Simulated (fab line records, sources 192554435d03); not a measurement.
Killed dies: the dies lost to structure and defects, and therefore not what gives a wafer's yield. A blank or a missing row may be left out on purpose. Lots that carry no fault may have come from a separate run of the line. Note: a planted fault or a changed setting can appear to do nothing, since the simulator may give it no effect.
fab line records | flow n5-finfet
record lots=8 | wafers=24 | last-day=17
route steps=1938 shown FIN_CUT@167 BEOL_M4@1111 PASSIVATION@1936
lots untouched by any fault: they come from a run of this same line in which no faults occurred
start-h: start of the lot's first displayed wafer, in hours after the record's first day | wait-h: time in hours since the lot's previous step | " same as the row above | L1.1+2: a single row standing in for several wafers | - either no value or no given start | * or withheld: withheld | < > ~ a bound
route shown NAME@n: a module of which the file shows steps, and the number in the route of the first | usual: mean/standard deviation taken from wafers without a fault | same: alike in all rows | chamber/n: place in a boat | sites: per-site readings | _std_site: their standard deviation | _edge_site: inner sites' mean taken away from outer sites' mean | radius-mm: for every site, how far away it sits from the centre of the wafer | mask NAME#n: copy n | behind: tool/chamber where the wafer was last shaped | hold: why the lot was held/for how many hours/how that ended | device: which transistor (n, p or np) failed to switch | end of line: the same wafers' tests at the end of the route | for a step that has no rows: nothing shown but its recipe | killed: at the first sort, the dies lost to defects and structure; wafer yield is something else | map: shows each die of a wafer: x if killed, . if not, _ if none is there
set.NAME: the run value of the setting; set.NAME@STEP: its run value at that earlier step | model.NAME: the simulator's own value behind a step, which no gauge read
route steps across a sampled set of lots; one table per step, one row per wafer
services: when a tool's chamber went out of use (start-h, in hours from the record's first day, below 0 if earlier), for how many hours, and the reason
## steps
# step N5_FIN_CUT_ETCH_30
# recipe chemistry=N2/H2 | target=underlayer | target-depth-a=130 | mask-material=CAR-EUV | time-s=10.4 | ion-energy-ev=200 | pressure-mtorr=30 | source-w=840 | bias-w=150 | n2-flow-sccm=200 | h2-flow-sccm=200 | ends=cleared
# usual drypump-motor-current-A=5.5/0.49 | etch-rf-on-time-s=10.32/0.24 | oes-product-au=0.65/0.07 | rf-vpp-V=524.6/2.5 | showerhead-plenum-p-Torr=2.57/0.082 | throttle-valve-pct=17.84/0.16
lot.wafer | tool        | chamber | start-h | wait-h | drypump-motor-current-A | etch-rf-on-time-s | oes-product-au | rf-hours-counter-h | rf-vpp-V | showerhead-plenum-p-Torr | throttle-valve-pct
L161.1    | rie-diel-01 | 3       | 39.50   | 0.0    | 5.7                     | 10.21             | 0.63           | 148                | 525.5    | 2.64                     | 17.61
L161.4    | "           | 2       | "       | "      | 5.4                     | 10.60             | 0.64           | 129                | 523.8    | 2.57                     | 18.06
L161.6    | "           | 2       | "       | "      | 5.5                     | 10.57             | 0.64           | -                  | 523.5    | 2.57                     | 18.05
L162.2    | rie-diel-01 | 3       | 45.01   | 0.0    | 5.7                     | 10.07             | 0.63           | 150                | 526.4    | 2.64                     | 17.63
L162.3    | "           | 2       | "       | "      | 5.5                     | 10.47             | 0.64           | 131                | 524.3    | 2.57                     | 18.08
L162.5    | "           | 2       | "       | "      | 5.5                     | 10.43             | 0.65           | -                  | 523.9    | 2.57                     | 18.08
L173.2    | rie-diel-01 | 2       | 112.16  | 0.0    | 5.4                     | 10.64             | 0.62           | 155                | 523.4    | 2.56                     | 18.11
L173.3    | "           | 3       | "       | "      | 5.7                     | 10.24             | 0.61           | 174                | 528.6    | 2.63                     | 17.64
L173.5    | "           | 0       | "       | "      | 5.3                     | 9.90              | 0.76           | -                  | 528.0    | 2.69                     | 17.78
L174.2    | rie-diel-01 | 3       | 118.58  | 0.0    | 5.7                     | 10.30             | 0.61           | 176                | 526.0    | 2.63                     | 17.67
L174.5    | "           | 3       | "       | "      | 5.7                     | 10.24             | 0.62           | -                  | 526.2    | 2.63                     | 17.65
L174.6    | "           | 2       | "       | "      | 5.4                     | 10.61             | 0.63           | -                  | 522.5    | 2.56                     | 18.11
L177.1    | rie-diel-01 | 1       | 135.87  | 0.0    | 5.9                     | 10.16             | 0.60           | 244                | 524.0    | 2.48                     | 17.65
L177.2    | "           | 2       | "       | "      | 5.4                     | 10.67             | 0.62           | 162                | 523.7    | 2.56                     | 18.12
L177.4    | "           | 0       | "       | "      | 5.3                     | 9.86              | 0.74           | 62                 | 528.2    | 2.69                     | 17.79
L180.1    | rie-diel-02 | 1       | 154.31  | 0.0    | 5.6                     | 10.30             | 0.63           | 150                | 527.9    | 2.63                     | 17.79
L180.2    | "           | 3       | "       | "      | 4.9                     | 10.41             | 0.75           | 33                 | 523.6    | 2.49                     | 17.92
L180.6    | "           | 1       | "       | "      | 5.6                     | 10.22             | 0.65           | -                  | 524.3    | 2.63                     | 17.78
L181.1    | rie-diel-04 | 2       | 159.40  | 0.0    | 4.7                     | 10.18             | 0.79           | 15                 | 528.2    | 2.72                     | 17.69
L181.2    | "           | 3       | "       | "      | 5.9                     | 10.60             | 0.60           | 207                | 518.5    | 2.41                     | 18.13
L181.5    | "           | 1       | "       | "      | 5.1                     | 10.57             | 0.59           | -                  | 526.8    | 2.62                     | 17.95
L182.1    | rie-diel-04 | 1       | 164.89  | 0.0    | 5.1                     | 10.48             | 0.59           | 246                | 526.4    | 2.61                     | 17.93
L182.2    | "           | 0       | "       | "      | 5.3                     | 10.22             | 0.81           | 11                 | 521.7    | 2.49                     | 17.59
L182.5    | "           | 3       | "       | "      | 5.9                     | 10.51             | 0.60           | -                  | 518.6    | 2.40                     | 18.11
# step N5_FIN_CUT_ETCH_20
# recipe chemistry=CF4 | target=SiARC | target-depth-a=260 | mask-material=CAR-EUV | time-s=43.3 | ion-energy-ev=80 | pressure-mtorr=40 | source-w=545 | bias-w=36 | Ar_flow_sccm=100 | cf4-flow-sccm=100 | ends=cleared
# usual drypump-motor-current-A=5.5/0.49 | etch-rf-on-time-s=42.9/1.1 | oes-product-au=0.65/0.071 | rf-vpp-V=184.2/1.1 | showerhead-plenum-p-Torr=2.17/0.068 | throttle-valve-pct=15.62/0.16
lot.wafer | tool        | chamber | start-h | wait-h | drypump-motor-current-A | etch-rf-on-time-s | oes-product-au | rf-hours-counter-h | rf-vpp-V | showerhead-plenum-p-Torr | throttle-valve-pct
L161.1    | rie-diel-01 | 3       | 39.52   | 0.0    | 5.7                     | 42.4              | 0.63           | 148                | 183.4    | 2.24                     | 15.59
L161.4    | "           | 2       | "       | "      | 5.4                     | 43.6              | 0.65           | 129                | 184.2    | 2.15                     | 15.67
L161.6    | "           | 2       | "       | "      | 5.4                     | 43.5              | 0.65           | -                  | 184.2    | 2.15                     | 15.68
L162.2    | rie-diel-01 | 3       | 45.03   | 0.0    | 5.7                     | 42.3              | 0.63           | 150                | 184.8    | 2.24                     | 15.59
L162.3    | "           | 2       | "       | "      | 5.4                     | 43.4              | 0.65           | 131                | 185.1    | 2.14                     | 15.67
L162.5    | "           | 2       | "       | "      | 5.4                     | 44.0              | 0.64           | -                  | 184.3    | 2.14                     | 15.66
L173.2    | rie-diel-01 | 2       | 112.18  | 0.0    | 5.4                     | 43.4              | 0.63           | 155                | 184.0    | 2.14                     | 15.72
L173.3    | "           | 3       | "       | "      | 5.7                     | 41.8              | 0.62           | 174                | 184.0    | 2.23                     | 15.65
L173.5    | "           | 0       | "       | "      | 5.4                     | 40.7              | 0.75           | -                  | 184.1    | 2.26                     | 15.46
L174.2    | rie-diel-01 | 3       | 118.60  | 0.0    | 5.7                     | 42.1              | 0.62           | 176                | 184.8    | 2.23                     | 15.65
L174.5    | "           | 3       | "       | "      | 5.7                     | 42.0              | 0.62           | -                  | 185.0    | 2.23                     | 15.63
L174.6    | "           | 2       | "       | "      | 5.4                     | 43.8              | 0.63           | -                  | 184.3    | 2.14                     | 15.74
L177.1    | rie-diel-01 | 1       | 135.89  | 0.0    | 6.0                     | 42.1              | 0.59           | 244                | 183.2    | 2.10                     | 15.55
L177.2    | "           | 2       | "       | "      | 5.4                     | 43.3              | 0.62           | 163                | 183.9    | 2.13                     | 15.74
L177.4    | "           | 0       | "       | "      | 5.3                     | 40.6              | 0.75           | 62                 | 186.0    | 2.25                     | 15.48
L180.1    | rie-diel-02 | 1       | 154.33  | 0.0    | 5.6                     | 42.3              | 0.64           | 150                | 184.3    | 2.24                     | 15.82
L180.2    | "           | 3       | "       | "      | 5.0                     | 42.6              | 0.76           | 33                 | 182.9    | 2.11                     | 15.61
L180.6    | "           | 1       | "       | "      | 5.6                     | 42.2              | 0.65           | -                  | 184.0    | 2.24                     | 15.82
L181.1    | rie-diel-04 | 2       | 159.42  | 0.0    | 4.7                     | 41.5              | 0.80           | 15                 | 187.0    | 2.29                     | 15.41
L181.2    | "           | 3       | "       | "      | 5.9                     | 43.9              | 0.60           | 207                | 183.3    | 2.04                     | 16.00
L181.5    | "           | 1       | "       | "      | 5.1                     | 43.9              | 0.59           | -                  | 184.5    | 2.19                     | 15.65
L182.1    | rie-diel-04 | 1       | 164.91  | 0.0    | 5.1                     | 44.0              | 0.59           | 246                | 185.9    | 2.19                     | 15.65
L182.2    | "           | 0       | "       | "      | 5.4                     | 42.9              | 0.82           | 11                 | 183.9    | 2.10                     | 15.30
L182.5    | "           | 3       | "       | "      | 5.9                     | 43.5              | 0.61           | -                  | 181.7    | 2.04                     | 16.02
# step N5_FIN_CUT_ETCH_21
# recipe chemistry=N2/H2 | target=SOC | target-depth-a=2190 | overetch-a=438 | mask-material=SiARC | temp-c=40 | ion-energy-ev=100 | bias-w=61 | time-s=523.5 | pressure-mtorr=30 | source-w=850 | n2-flow-sccm=200 | h2-flow-sccm=200
# usual drypump-motor-current-A=5.5/0.49 | oes-product-au=0.70/0.071 | rf-vpp-V=241.0/1.2 | showerhead-plenum-p-Torr=2.57/0.082 | throttle-valve-pct=17.79/0.16
lot.wafer | tool        | chamber | start-h | wait-h | drypump-motor-current-A | oes-product-au | rf-hours-counter-h | rf-vpp-V | showerhead-plenum-p-Torr | throttle-valve-pct
L161.1    | rie-diel-01 | 3       | 39.56   | 0.0    | 5.7                     | 0.67           | 148                | 242.5    | 2.64                     | 17.56
L161.4    | "           | 2       | "       | "      | 5.5                     | 0.70           | 129                | 240.1    | 2.57                     | 18.02
L161.6    | "           | 2       | "       | "      | 5.4                     | 0.70           | -                  | 240.7    | 2.57                     | 18.01
L162.2    | rie-diel-01 | 3       | 45.06   | 0.0    | 5.7                     | 0.67           | 150                | 241.9    | 2.64                     | 17.57
L162.3    | "           | 2       | "       | "      | 5.4                     | 0.71           | 131                | 239.9    | 2.57                     | 18.01
L162.5    | "           | 2       | "       | "      | 5.4                     | 0.71           | -                  | 240.9    | 2.57                     | 18.03
L173.2    | rie-diel-01 | 2       | 112.21  | 0.0    | 5.5                     | 0.68           | 155                | 241.1    | 2.56                     | 18.07
L173.3    | "           | 3       | "       | "      | 5.7                     | 0.65           | 174                | 241.3    | 2.63                     | 17.63
L173.5    | "           | 0       | "       | "      | 5.3                     | 0.79           | -                  | 243.1    | 2.69                     | 17.72
L174.2    | rie-diel-01 | 3       | 118.63  | 0.0    | 5.7                     | 0.66           | 176                | 243.0    | 2.63                     | 17.61
L174.5    | "           | 3       | "       | "      | 5.7                     | 0.65           | -                  | 241.2    | 2.63                     | 17.63
L174.6    | "           | 2       | "       | "      | 5.4                     | 0.68           | -                  | 241.1    | 2.56                     | 18.07
L177.1    | rie-diel-01 | 1       | 135.93  | 0.0    | 6.0                     | 0.63           | 244                | 241.3    | 2.48                     | 17.60
L177.2    | "           | 2       | "       | "      | 5.4                     | 0.67           | 163                | 239.7    | 2.56                     | 18.10
L177.4    | "           | 0       | "       | "      | 5.3                     | 0.78           | 62                 | 243.5    | 2.69                     | 17.72
L180.1    | rie-diel-02 | 1       | 154.37  | 0.0    | 5.6                     | 0.69           | 150                | 241.1    | 2.63                     | 17.74
L180.2    | "           | 3       | "       | "      | 5.0                     | 0.81           | 33                 | 241.0    | 2.49                     | 17.88
L180.6    | "           | 1       | "       | "      | 5.6                     | 0.69           | -                  | 241.5    | 2.63                     | 17.73
L181.1    | rie-diel-04 | 2       | 159.46  | 0.0    | 4.7                     | 0.84           | 15                 | 242.9    | 2.72                     | 17.65
L181.2    | "           | 3       | "       | "      | 5.9                     | 0.66           | 207                | 239.0    | 2.41                     | 18.08
L181.5    | "           | 1       | "       | "      | 5.1                     | 0.64           | -                  | 241.1    | 2.62                     | 17.88
L182.1    | rie-diel-04 | 1       | 164.94  | 0.0    | 5.1                     | 0.64           | 246                | 240.5    | 2.61                     | 17.89
L182.2    | "           | 0       | "       | "      | 5.4                     | 0.87           | 11                 | 240.1    | 2.49                     | 17.54
L182.5    | "           | 3       | "       | "      | 5.9                     | 0.66           | -                  | 239.0    | 2.40                     | 18.08
# step N5_FIN_CUT_STRIP_22
# recipe chemistry=N2/H2 | power-w=500 | temp-c=40 | pressure-mtorr=50 | rf-frequency-hz=6e+07 | overash-fraction=0.3 | bias-power-w=8 | h2-frac=0.5 | n2-flow-sccm=300 | h2-flow-sccm=300
# usual drypump-motor-current-A=5.6/0.54 | oes-product-au=0.76/0.078 | rf-vpp-V=54.6/2.4 | showerhead-plenum-p-Torr=3.39/0.1 | throttle-valve-pct=18.92/0.28
lot.wafer | tool        | chamber | start-h | wait-h | drypump-motor-current-A | oes-product-au | rf-hours-counter-h | rf-vpp-V | showerhead-plenum-p-Torr | throttle-valve-pct
L161.1    | rie-diel-02 | 2       | 40.21   | 0.0    | 5.1                     | 0.74           | 164                | 60.1     | 3.37                     | 18.79
L161.4    | "           | 0       | "       | "      | 6.5                     | 0.72           | -                  | 55.8     | 3.47                     | 19.07
L161.6    | "           | 2       | "       | "      | 5.1                     | 0.74           | -                  | 56.8     | 3.37                     | 18.80
L162.2    | rie-diel-01 | 3       | 45.72   | 0.0    | 5.7                     | 0.74           | 150                | 51.8     | 3.48                     | 18.47
L162.3    | "           | 2       | "       | "      | 5.4                     | 0.75           | 131                | 53.5     | 3.40                     | 19.28
L162.5    | "           | 3       | "       | "      | 5.7                     | 0.73           | -                  | 52.4     | 3.48                     | 18.48
L173.2    | rie-diel-01 | 3       | 112.87  | 0.0    | 5.8                     | 0.70           | 175                | 56.2     | 3.47                     | 18.52
L173.3    | "           | 1       | "       | "      | 6.0                     | 0.67           | 236                | 52.9     | 3.29                     | 18.53
L173.5    | "           | 0       | "       | "      | 5.3                     | 0.86           | -                  | 54.7     | 3.55                     | 18.78
L174.2    | rie-diel-02 | 0       | 119.29  | 0.0    | 6.5                     | 0.69           | 229                | 54.5     | 3.46                     | 19.13
L174.5    | "           | 3       | "       | "      | 5.0                     | 0.91           | -                  | 53.2     | 3.30                     | 19.30
L174.6    | "           | 0       | "       | "      | 6.5                     | 0.70           | -                  | 54.9     | 3.46                     | 19.07
L177.1    | rie-diel-01 | 0       | 136.67  | 0.1    | 5.3                     | 0.86           | 62                 | 51.2     | 3.55                     | 18.82
L177.2    | "           | 1       | "       | "      | 6.0                     | 0.67           | 244                | 50.4     | 3.28                     | 18.58
L177.4    | "           | 3       | "       | "      | 5.7                     | 0.71           | 178                | 52.2     | 3.46                     | 18.56
L180.1    | rie-diel-02 | 1       | 155.05  | 0.0    | 5.6                     | 0.74           | 150                | 58.0     | 3.46                     | 18.60
L180.2    | "           | 3       | "       | "      | 5.0                     | 0.87           | 33                 | 50.6     | 3.29                     | 19.34
L180.6    | "           | 3       | "       | "      | 5.0                     | 0.86           | -                  | 57.4     | 3.29                     | 19.34
L181.1    | rie-diel-02 | 2       | 160.12  | 0.0    | 5.1                     | 0.72           | 199                | 55.4     | 3.35                     | 18.86
L181.2    | "           | 0       | "       | "      | 6.5                     | 0.68           | 243                | 55.3     | 3.45                     | 19.14
L181.5    | "           | 2       | "       | "      | 5.1                     | 0.72           | -                  | 55.3     | 3.35                     | 18.85
L182.1    | rie-diel-02 | 1       | 165.60  | 0.0    | 5.6                     | 0.74           | 154                | 55.0     | 3.46                     | 18.64
L182.2    | "           | 3       | "       | "      | 4.9                     | 0.88           | 37                 | 54.4     | 3.29                     | 19.34
L182.5    | "           | 3       | "       | "      | 5.0                     | 0.89           | -                  | 53.5     | 3.29                     | 19.36
# step N5_FIN_CUT_INSPECT_17
# recipe inspect-instrument=brightfield | mode=aei
# usual raw-defect-count=225/59
lot.wafer | tool              | chamber | start-h | wait-h | raw-defect-count
L161.1    | defect-inspect-01 | -       | 40.37   | 0.0    | 371
L161.4    | "                 | -       | "       | "      | 337
L161.6    | "                 | -       | "       | "      | 364
L162.2    | defect-inspect-02 | -       | 45.88   | 0.0    | 141
L162.3    | "                 | -       | "       | "      | 171
L162.5    | "                 | -       | "       | "      | 200
L173.2    | defect-inspect-01 | -       | 113.10  | 0.0    | 1578
L173.3    | "                 | -       | "       | "      | 1595
L173.5    | "                 | -       | "       | "      | 1614
L174.2    | defect-inspect-02 | -       | 119.45  | 0.0    | 1518
L174.5    | "                 | -       | "       | "      | 1458
L174.6    | "                 | -       | "       | "      | 1519
L177.1    | defect-inspect-02 | -       | 136.83  | 0.0    | 1548
L177.2    | "                 | -       | "       | "      | 1543
L177.4    | "                 | -       | "       | "      | 1583
L180.1    | defect-inspect-02 | -       | 155.21  | 0.0    | 218
L180.2    | "                 | -       | "       | "      | 253
L180.6    | "                 | -       | "       | "      | 293
L181.1    | defect-inspect-01 | -       | 160.28  | 0.0    | 158
L181.2    | "                 | -       | "       | "      | 191
L181.5    | "                 | -       | "       | "      | 188
L182.1    | defect-inspect-01 | -       | 165.76  | 0.0    | 287
L182.2    | "                 | -       | "       | "      | 264
L182.5    | "                 | -       | "       | "      | 192
# step N5_BEOL_M4_RC_MEAS_101
# usual DIBL_N=35.8/1.8 | DIBL_P=35.6/2 | IOFF_N=0.148/0.028 | IOFF_P=0.20/0.034 | ION_N=672/12 | ION_P=462/8.5 | SS_N=71.2/0.65 | SS_P=73.1/0.67 | VT_N=251/3.3 | VT_P=-251/3.8
lot.wafer | tool      | chamber | start-h | wait-h | DIBL_N[mV/V] | DIBL_P[mV/V] | IOFF_N[nA/um] | IOFF_P[nA/um] | ION_N[uA/um] | ION_P[uA/um] | SS_N[mV/dec] | SS_P[mV/dec] | VT_N[mV] | VT_P[mV]
L161.1    | prober-01 | 0       | 168.26  | 0.0    | 35.3         | 35.9         | 0.161         | 0.22          | 685          | 471          | 71.8         | 73.3         | 252      | -248
L161.4    | "         | 0       | "       | "      | 34.6         | 34.8         | 0.154         | 0.20          | 675          | 462          | 71.3         | 73.1         | 250      | -248
L161.6    | "         | 0       | "       | "      | 35.5         | 35.3         | 0.159         | 0.22          | 682          | 471          | 72.4         | 72.5         | 252      | -248
L162.2    | prober-01 | 0       | 192.61  | 0.2    | 36.3         | 34.1         | 0.138         | 0.20          | 662          | 464          | 71.5         | 73.2         | 253      | -248
L162.3    | "         | 0       | "       | "      | 36.9         | 34.5         | 0.141         | 0.21          | 675          | 469          | 70.9         | 73.8         | 253      | -248
L162.5    | "         | 0       | "       | "      | 38.3         | 36.7         | 0.175         | 0.24          | 677          | 468          | 71.1         | 73.7         | 247      | -248
L173.2    | prober-01 | 0       | 244.85  | 0.2    | 34.9         | 35.3         | 0.141         | 0.21          | 672          | 466          | 71.2         | 72.7         | 251      | -248
L173.3    | "         | 0       | "       | "      | 34.6         | 34.7         | 0.142         | 0.21          | 671          | 473          | 70.9         | 72.8         | 252      | -251
L173.5    | "         | 0       | "       | "      | 34.2         | 35.1         | 0.134         | 0.21          | 673          | 463          | 70.0         | 72.3         | 249      | -251
L174.2    | prober-02 | 0       | 262.13  | 0.2    | 32.9         | 33.5         | 0.126         | 0.21          | 676          | 472          | 70.3         | 73.4         | 251      | -248
L174.5    | "         | 0       | "       | "      | 35.7         | 35.7         | 0.171         | 0.24          | 688          | 475          | 71.7         | 74.5         | 247      | -245
L174.6    | "         | 0       | "       | "      | 34.3         | 34.1         | 0.139         | 0.22          | 684          | 471          | 71.1         | 73.3         | 252      | -244
L177.1    | prober-01 | 0       | 267.31  | 0.0    | 38.5         | 39.8         | 0.191         | 0.25          | 679          | 463          | 72.1         | 73.7         | 248      | -248
L177.2    | "         | 0       | "       | "      | 35.8         | 34.5         | 0.137         | 0.17          | 663          | 454          | 71.6         | 73.0         | 252      | -252
L177.4    | "         | 0       | "       | "      | 35.6         | 36.1         | 0.146         | 0.18          | 683          | 466          | 71.5         | 73.1         | 251      | -255
L180.1    | prober-01 | 0       | 290.31  | 0.0    | 38.6         | 41.2         | 0.200         | 0.27          | 678          | 464          | 72.5         | 74.2         | 245      | -247
L180.2    | "         | 0       | "       | "      | 37.8         | 39.5         | 0.181         | 0.24          | 684          | 462          | 71.2         | 73.9         | 247      | -249
L180.6    | "         | 0       | "       | "      | 38.0         | 39.9         | 0.183         | 0.25          | 682          | 472          | 72.0         | 74.1         | 250      | -247
L181.1    | prober-02 | 0       | 306.87  | 0.0    | 35.8         | 35.0         | 0.147         | 0.19          | 677          | 463          | 71.3         | 72.4         | 250      | -248
L181.2    | "         | 0       | "       | "      | 38.4         | 37.4         | 0.197         | 0.24          | 691          | 478          | 71.6         | 72.5         | 246      | -247
L181.5    | "         | 0       | "       | "      | 35.3         | 33.1         | 0.138         | 0.18          | 682          | 464          | 71.0         | 71.9         | 254      | -250
L182.1    | prober-02 | 0       | 310.71  | 0.0    | 34.5         | 34.1         | 0.145         | 0.19          | 673          | 471          | 70.7         | 72.4         | 249      | -249
L182.2    | "         | 0       | "       | "      | 35.1         | 35.6         | 0.163         | 0.21          | 687          | 470          | 70.5         | 72.9         | 246      | -247
L182.5    | "         | 0       | "       | "      | 35.3         | 35.2         | 0.164         | 0.21          | 692          | 469          | 70.9         | 72.9         | 247      | -247
# step N5_PASSIVATION_PROBE_49
# usual defect-limited-yield=91.3/1.5 | killed_at_M0_to_M3=34/11 | killed_at_M4_up=14/6.1 | killed-at-contacts=12/5.9 | killed-at-front-end=39/11 | killed-at-other=4/3.3 | killed-dies=102/18 | killed-open=67/13 | killed-short=33/7.9 | sort_bin_5_function=5.1/1 | sort_bin_6_memory=3.3/0.7 | sort-n-pass=1077/19 | sort-yield-pct=91.3/1.6
# same gross-dies=1180 | killed-at-back-side=0 | sort_bin_4_leakage[%]=0 | sort_bin_8_speed[%]=0
lot.wafer | tool      | chamber | start-h | wait-h | defect-limited-yield[%] | killed_at_M0_to_M3 | killed_at_M4_up | killed-at-contacts | killed-at-front-end | killed-at-other | killed-dies | killed-open | killed-short | sort_bin_5_function[%] | sort_bin_6_memory[%] | sort-n-pass | sort-yield-pct[%]
L173.2    | prober-01 | -       | 343.66  | 0.1    | 77.5                    | 37                 | 15              | 19                 | 187                 | 7               | 265         | 74          | 28           | 13.3                   | 5.1                  | 915         | 77.5
L173.3    | prober-01 | -       | 343.71  | 0.1    | 85.0                    | 42                 | 21              | 13                 | 95                  | 6               | 177         | 81          | 26           | 8.3                    | 4.1                  | 1003        | 85.0
L173.5    | prober-01 | -       | 343.81  | 0.2    | 79.9                    | 38                 | 16              | 11                 | 162                 | 10              | 237         | 65          | 29           | 10.5                   | 4.2                  | 943         | 79.9
L174.2    | prober-01 | -       | 360.56  | 0.1    | 88.5                    | 20                 | 4               | 10                 | 101                 | 1               | 136         | 49          | 23           | 5.3                    | 3.3                  | 1044        | 88.5
L174.5    | prober-01 | -       | 360.71  | 0.2    | 87.7                    | 28                 | 4               | 12                 | 99                  | 2               | 145         | 61          | 15           | 7.5                    | 2.5                  | 1035        | 87.7
L174.6    | prober-01 | -       | 360.76  | 0.3    | 79.7                    | 31                 | 12              | 18                 | 176                 | 3               | 240         | 57          | 25           | 11.1                   | 4.3                  | 940         | 79.7
L177.1    | prober-02 | -       | 373.43  | 0.0    | 79.7                    | 28                 | 13              | 7                  | 189                 | 3               | 240         | 50          | 28           | 11.8                   | 4.2                  | 940         | 79.7
L177.2    | prober-02 | -       | 373.48  | 0.1    | 80.6                    | 15                 | 9               | 17                 | 188                 | 0               | 229         | 41          | 19           | 11.4                   | 4.0                  | 951         | 80.6
L177.4    | prober-02 | -       | 373.58  | 0.2    | 82.1                    | 31                 | 11              | 4                  | 163                 | 2               | 211         | 52          | 24           | 10.7                   | 3.4                  | 969         | 82.1
# killed by level:class
L173.2 FIN_CUT:unspecified=161 MOL_CONTACT_COAG:geometric-particle:open=15 BEOL_M3:geometric-particle:open=14 FIN_SAQP:geometric-particle:open=8 BEOL_M0_SAQP:geometric-particle:short=7 BEOL_M0_SAQP:geometric-particle:open=6 STI_FIN_REVEAL:geometric-particle:open=5 BEOL_M4:geometric-particle:open=5
L173.3 FIN_CUT:unspecified=67 BEOL_M3:geometric-particle:open=18 MOL_CONTACT_COAG:geometric-particle:open=8 BEOL_M0_SAQP:geometric-particle:open=8 FIN_SAQP:geometric-particle:open=7 STI_FIN_REVEAL:geometric-particle:open=7 BEOL_M4:geometric-particle:open=7 STARTING-WAFER:geometric-particle:short=6
L173.5 FIN_CUT:unspecified=141 BEOL_M0_SAQP:geometric-particle:open=11 BEOL_M4:geometric-particle:open=10 BEOL_M0_SAQP:geometric-particle:short=9 MOL_CONTACT_COAG:geometric-particle:open=8 BEOL_M3:geometric-particle:open=8 BEOL_M2:geometric-particle:open=6 FIN_SAQP:geometric-particle:short=5
L174.2 FIN_CUT:unspecified=62 DUMMY_GATE:geometric-particle:open=8 MOL_CONTACT_COAG:geometric-particle:open=8 BEOL_M3:geometric-particle:open=7 STI_FIN_REVEAL:geometric-particle:open=6 GATE_CUT:geometric-particle:short=6 GATE_CUT:geometric-particle:open=5 DUMMY_GATE:geometric-particle:short=3
L174.5 FIN_CUT:unspecified=64 BEOL_M3:geometric-particle:open=12 MOL_CONTACT_COAG:geometric-particle:open=11 DUMMY_GATE:geometric-particle:open=9 BEOL_M0_SAQP:geometric-particle:open=6 GATE_CUT:geometric-particle:short=5 FIN_SAQP:geometric-particle:open=4 STI_FIN_REVEAL:geometric-particle:open=4
L174.6 FIN_CUT:unspecified=155 MOL_CONTACT_COAG:geometric-particle:open=16 BEOL_M3:geometric-particle:open=13 BEOL_M4:geometric-particle:open=5 STI_FIN_REVEAL:geometric-particle:open=4 DUMMY_GATE:geometric-particle:open=4 GATE_CUT:geometric-particle:short=3 BEOL_M0_SAQP:geometric-particle:short=3
L177.1 FIN_CUT:unspecified=162 BEOL_M0_SAQP:geometric-particle:short=11 FIN_SAQP:geometric-particle:short=8 BEOL_M3:geometric-particle:open=8 FIN_SAQP:geometric-particle:open=7 MOL_CONTACT_COAG:geometric-particle:open=7 STI_FIN_REVEAL:geometric-particle:open=6 BEOL_M0_SAQP:geometric-particle:open=5
L177.2 FIN_CUT:unspecified=160 MOL_CONTACT_COAG:geometric-particle:open=11 FIN_SAQP:geometric-particle:open=6 BEOL_M4:geometric-particle:open=6 HKMG_FIN:area-etch=6 MOL_CONTACT_COAG:geometric-particle:short=5 FIN_SAQP:geometric-particle:short=4 BEOL_M0_SAQP:geometric-particle:short=4
L177.4 FIN_CUT:unspecified=133 FIN_SAQP:geometric-particle:open=13 BEOL_M0_SAQP:geometric-particle:open=9 FIN_SAQP:geometric-particle:short=6 BEOL_M0:geometric-particle:open=6 BEOL_M4:geometric-particle:open=6 BEOL_M3:geometric-particle:open=5 MOL_CONTACT_COAG:geometric-particle:open=4
## services
tool        | chamber | start-h | hours | kind
rie-diel-02 | -       | 17.60   | 3.3   | repair
rie-diel-02 | -       | 24.75   | 2.8   | pm
rie-diel-02 | 3       | 32.22   | 3.4   | repair
rie-diel-02 | 3       | 35.77   | -     | clean
rie-diel-02 | 3       | 35.77   | -     | consumable-replace:focus-ring
rie-diel-02 | 3       | 35.77   | 19.6  | scheduled-down
rie-diel-02 | 3       | 35.77   | 19.6  | vent-cycle
rie-diel-01 | 0       | 42.37   | 4.5   | repair
rie-diel-04 | -       | 44.68   | 15.6  | pm
rie-diel-01 | 0       | 51.11   | 3.1   | repair
rie-diel-02 | 2       | 57.22   | 10.9  | repair
rie-diel-02 | -       | 84.23   | 0.9   | repair
rie-diel-04 | 2       | 86.26   | -     | clean
rie-diel-04 | 2       | 86.26   | -     | consumable-replace:focus-ring
rie-diel-04 | 2       | 86.26   | -     | consumable-replace:showerhead
rie-diel-04 | 2       | 86.26   | 30.1  | scheduled-down
rie-diel-02 | 2       | 87.37   | 1.3   | repair
rie-diel-02 | 1       | 89.59   | 5.3   | repair
rie-diel-01 | 1       | 91.99   | 3.6   | repair
rie-diel-02 | 2       | 94.72   | 4.8   | repair
rie-diel-01 | 1       | 151.64  | -     | clean
rie-diel-01 | 1       | 151.64  | -     | consumable-replace:focus-ring
rie-diel-01 | 1       | 151.64  | 17.7  | scheduled-down
rie-diel-01 | 1       | 151.64  | 17.7  | vent-cycle
## key
first-sign step=N5_FIN_CUT_INSPECT_17 | reading=raw-defect-count | direction=up | sigmas=22 | usual=225 | struck=1551
effect step=N5_PASSIVATION_PROBE_49 | reading=killed-at-front-end | direction=up | sigmas=11 | usual=39 | struck=151
more-kills-born-at N5_FIN_CUT_ETCH_21@rie-diel-01=1105
met-at N5_FIN_CUT_ETCH_21
struck-lots L173,L174,L177
not-acting-at N5_FIN_CUT_ETCH_30,N5_FIN_CUT_ETCH_20,N5_FIN_CUT_STRIP_22
onset-between 45.06 112.21
fault kind=chamber-particle-source | tool=rie-diel-01 | chamber=- | onset-h=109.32 | steps=N5_FIN_CUT_ETCH_21 | rate-per-visit-cm2=2.091 | end-h=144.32
